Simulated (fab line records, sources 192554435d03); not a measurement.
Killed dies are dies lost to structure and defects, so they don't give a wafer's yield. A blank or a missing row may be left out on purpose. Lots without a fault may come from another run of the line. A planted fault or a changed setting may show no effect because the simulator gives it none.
A struck lot beside a sound one | flow n5_finfet | 26 steps out of a route of 1938
Sound: wafers L954.2, L954.4, L954.6. Struck: wafers L955.3, L955.4, L955.6. The cause comes at the end.
At each step with rows: each side's tool, then ch and its chambers, then its first start. Under that, the readings that differ: sound wafers | struck wafers | difference of the means | sigmas: that difference in standard deviations of wafers without a fault.
alike: readings whose means differ by less than 2 such deviations, and words and numbers that are the same on both sides. not compared: withheld readings, readings that some wafer has no value for, bounds like >300 that may hide the same value, and numbers for which the record gives no deviation and whose values overlap.
The two part at a step that has a row with sigmas, a row that says differs or no value, or rows on one side only. Numbers that don't overlap but have no deviation are shown without sigmas and don't part them. A reading that every wafer of one side lacks parts them only if that side has two wafers or more.

first, 11 steps without rows for these wafers: N5_GATE_CUT_ETCHBACK_30 (etches TiN in Cl2/Ar, target depth 3 nm); N5_GATE_CUT_VAPOR_ETCH_60 (etches HfO2 in BCl3/Cl2); N5_GATE_CUT_ETCH_58 (etches SiNx in CH3F/O2, target depth 17 nm, time 128.6 s); N5_GATE_CUT_STRIP_59 (strips in N2/H2, time 20 s); N5_GATE_CUT_PRECLEAN_31 (cleans in DIW, time 300 s); N5_GATE_CUT_SRD_32 (time 30 s); N5_GATE_CUT_SAC_CAP_01 (material SiNx, target thk 24 nm, pulse time 1 s, ald cycles 480); N5_GATE_CUT_PECVD_57 (deposits SiNx from SiH4/NH3/N2, target thk 21 nm); N5_GATE_CUT_CMP_02 (polishes, stops on SiO2, t overpolish 12.7 s, target thk 0 nm); N5_GATE_CUT_HM_DEP_46 (deposits SiO2 from TEOS/O2, target thk 130 nm, time 26.6 s); N5_GATE_CUT_COAT_34 (time 60 s, resist thk 60 nm).
N5_GATE_CUT_COAT_35: time 60 s, resist thk 10 nm.
  sound on litho_track-04 ch 0, day 9 18:26; struck on litho_track-05 ch 0, day 10 05:48
  reading              | sound                | struck               | difference | sigmas
  spin_speed_rpm (rpm) | 1501.1 1501.7 1501.7 | 1416.5 1417.8 1417.1 | -84.4      | -91
  alike: plate_temp_C
then, 9 steps without rows for these wafers: N5_GATE_CUT_COAT_27 (time 60 s, resist thk 10 nm); N5_GATE_CUT_COAT_07 (resist thk 30 nm); N5_GATE_CUT_EBR_09; N5_GATE_CUT_SOFTBAKE_08 (time 60 s); N5_GATE_CUT_EXPOSE_10 (exposes mask GATE CUT, target cd 20 nm); N5_GATE_CUT_PEB_11 (peb time 60 s); N5_GATE_CUT_DEVELOP_12 (develop time 30 s); N5_GATE_CUT_DESCUM_18 (chemistry O2, time 7 s); N5_GATE_CUT_ETCH_28 (etches underlayer in N2/H2, target depth 13 nm, time 10.4 s).
N5_GATE_CUT_ETCH_36: etches SiARC in CF4, target depth 13 nm, time 21.7 s.
  sound on rie_diel-01 ch 0,3, day 9 19:00; struck on rie_diel-01 ch 0,1,3, day 10 06:22
  reading                  | sound             | struck            | difference | sigmas
  model.etch.depth_nm (nm) | 10.01 10.04 10.04 | 10.28 10.28 10.26 | +0.24      |
  alike: bias_w, drypump_motor_current_A, etch_rf_on_time_s, oes_product_au, rf_vpp_V, showerhead_plenum_p_Torr, throttle_valve_pct
  not compared: rf_hours_counter_h
N5_GATE_CUT_ETCH_37: etches SOC in N2/H2, target depth 60 nm, overetch 12 nm, time 90 s.
  sound on rie_diel-01 ch 0,3, day 9 19:01; struck on rie_diel-01 ch 0,1,3, day 10 06:24
  alike: bias_w, drypump_motor_current_A, oes_product_au, rf_vpp_V, showerhead_plenum_p_Torr, throttle_valve_pct
  not compared: rf_hours_counter_h, model.SiARC_of_GATE_CUT_COAT_35.thk_nm
then, 1 step without rows for these wafers: N5_GATE_CUT_STRIP_38 (strips in N2/H2).
-- the record jumps here: 4 days lie between the struck wafers' starts before and after (it left off in module GATE_CUT and takes up again in module BEOL_M4, whose first step shown is number 1111 of the route) --
N5_BEOL_M4_RC_MEAS_101:
  sound on prober-02 ch 0, day 13 21:27; struck on prober-01 ch 0, day 13 21:56
  alike: DIBL_N, DIBL_P, IOFF_N, IOFF_P, ION_N, ION_P, SS_N, SS_P, VT_N, VT_P
-- the record jumps here: 5 days lie between the struck wafers' starts before and after (it left off in module BEOL_M4 and takes up again in module PASSIVATION, whose first step shown is number 1936 of the route) --
N5_PASSIVATION_PROBE_49:
  sound on prober-02, day 18 03:55; struck on prober-01, day 18 11:02
  reading              | sound    | struck   | difference | sigmas
  killed_at_M4_up      | 8 13 8   | 21 15 32 | +13        | +2
  sort_bin_8_speed (%) | 0 0 18.6 | 0 0 0    | -6         | -3
  alike: defect_limited_yield, killed_at_M0_to_M3, killed_at_contacts, killed_at_front_end, killed_at_other, killed_dies, killed_on_rim, killed_open, killed_short, sort_bin_5_function, sort_bin_6_memory, sort_n_pass, sort_yield_pct

WHERE THEY PART
First at N5_GATE_CUT_COAT_35; last, within this record, at N5_PASSIVATION_PROBE_49.

WHY: what the simulator had put in
Process parameter drift: litho_track-05, from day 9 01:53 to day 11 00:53, at N5_GATE_CUT_COAT_35. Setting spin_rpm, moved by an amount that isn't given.
